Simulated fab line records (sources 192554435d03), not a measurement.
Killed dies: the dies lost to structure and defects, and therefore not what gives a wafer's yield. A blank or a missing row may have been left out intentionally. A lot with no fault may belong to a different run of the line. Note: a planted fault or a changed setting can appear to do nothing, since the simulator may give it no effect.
A struck lot beside a sound one | flow n5-finfet | 35 steps out of a route of 1938
Sound: these wafers, L898.2, L898.3, L898.4. Struck: wafer L905.3. (L905.1, L905.5 of the same lot were not struck and are left out.) The cause comes at the end.
At each step with rows: each side's tool, then ch and its chambers, then its first start. Under that, the readings that differ: sound wafers | struck wafers | difference of the means | sigmas: that difference in standard deviations of wafers without a fault.
alike: words and numbers the same on both sides, and readings whose means are apart by under 2 such deviations; not compared: readings that were withheld, readings missing a value for some wafer, numbers with overlapping values and no deviation given by the record, and bounds like >300 which may hide the same value.
Wherever a step has rows on one side only, a row that says differs or no value, or a row with sigmas, the two part there. When numbers do not overlap yet have no deviation, they are printed without sigmas and do not part them. A reading missing from all wafers of one side parts the sides only when that side holds two or more wafers.

first, 11 steps without rows for these wafers: N5_BEOL_M14_DESCUM_33 (chemistry O2, time 7.9 s); N5_BEOL_M14_ETCH_67 (etches SiARC in CF4, target depth 143 nm, time 238.3 s); N5_BEOL_M14_ETCH_68 (etches SOC in N2/H2, time 450 s); N5_BEOL_M14_STRIP_69 (strips in N2/H2); N5_BEOL_M14_TRENCH_ETCH_34 (etches SiO2 in C4F8/O2/Ar, target depth 556.65 nm, time 126.9 s); N5_BEOL_M14_STRIP_70 (strips in C4F8/O2/Ar); N5_BEOL_M14_STRIP_37 (strips in O2); N5_BEOL_M14_ETCH_38 (etches SiCN in CF4/N2, target depth 106.5 nm, time 120.6 s); N5_BEOL_M14_PRECLEAN_39 (cleans in residue remover, time 60 s); N5_BEOL_M14_SRD_40 (time 30 s, dry time 30 s); N5_BEOL_M14_DEGAS_41 (time 60 s).
N5_BEOL_M14_PRE_CLEAN_42: time 30 s.
  struck on pvd-sputter-01, day 13 05:31; sound on pvd-sputter-01, day 11 00:32
  alike: heater-power-w
then, 22 steps without rows for these wafers: N5_BEOL_M14_SPUTTER_43 (material TaN, target thk 15 nm, time 24.19 s); N5_BEOL_M14_SPUTTER_44 (material Ta, target thk 15 nm, time 24.19 s); N5_BEOL_M14_SPUTTER_45 (material Cu, target thk 100 nm, time 16.67 s); N5_BEOL_M14_ECD_47 (material Cu, target thk 1248 nm); N5_BEOL_M14_ANNEAL_48 (time 90 s); N5_BEOL_M14_CMP_49 (polishes, stops on SiO2, t overpolish 5.2 s, target thk 560 nm); N5_BEOL_M14_PRE_CLEAN_52 (time 15 s); N5_BEOL_M14_DEP_53 (deposits SiCN from 3MS/NH3, target thk 50 nm, time 17.8 s); N5_BEOL_M15_ILD_DEP_00 (deposits SiO2 from TEOS/O2, target thk 1629.3 nm, time 346.1 s); N5_BEOL_M15_COAT_58 (time 60 s, resist thk 89 nm); N5_BEOL_M15_COAT_04 (resist thk 800 nm); N5_BEOL_M15_EBR_06; N5_BEOL_M15_SOFTBAKE_05 (time 60 s); N5_BEOL_M15_EXPOSE_07 (exposes mask V14); N5_BEOL_M15_PEB_08 (peb time 90 s); N5_BEOL_M15_DEVELOP_09 (develop time 45 s); N5_BEOL_M15_HARDBAKE_14 (time 120 s); N5_BEOL_M15_DESCUM_15 (chemistry O2, time 7.9 s); N5_BEOL_M15_ETCH_59 (etches BARC in N2/H2, target depth 89 nm, overetch 26.7 nm, time 67.9 s); N5_BEOL_M15_VIA_ETCH_16 (etches SiO2 in C4F8/O2/Ar, target depth 1792.2 nm); N5_BEOL_M15_STRIP_63 (strips in O2); N5_BEOL_M15_STRIP_64 (strips in O2).
N5_PASSIVATION_PROBE_49:
  only the struck wafers here have rows in the record (prober-01, day 14 03:17); the sound ones have none

== WHERE THEY PART ==
Within this record, at N5_PASSIVATION_PROBE_49 only.

WHY: whatever the simulator had introduced
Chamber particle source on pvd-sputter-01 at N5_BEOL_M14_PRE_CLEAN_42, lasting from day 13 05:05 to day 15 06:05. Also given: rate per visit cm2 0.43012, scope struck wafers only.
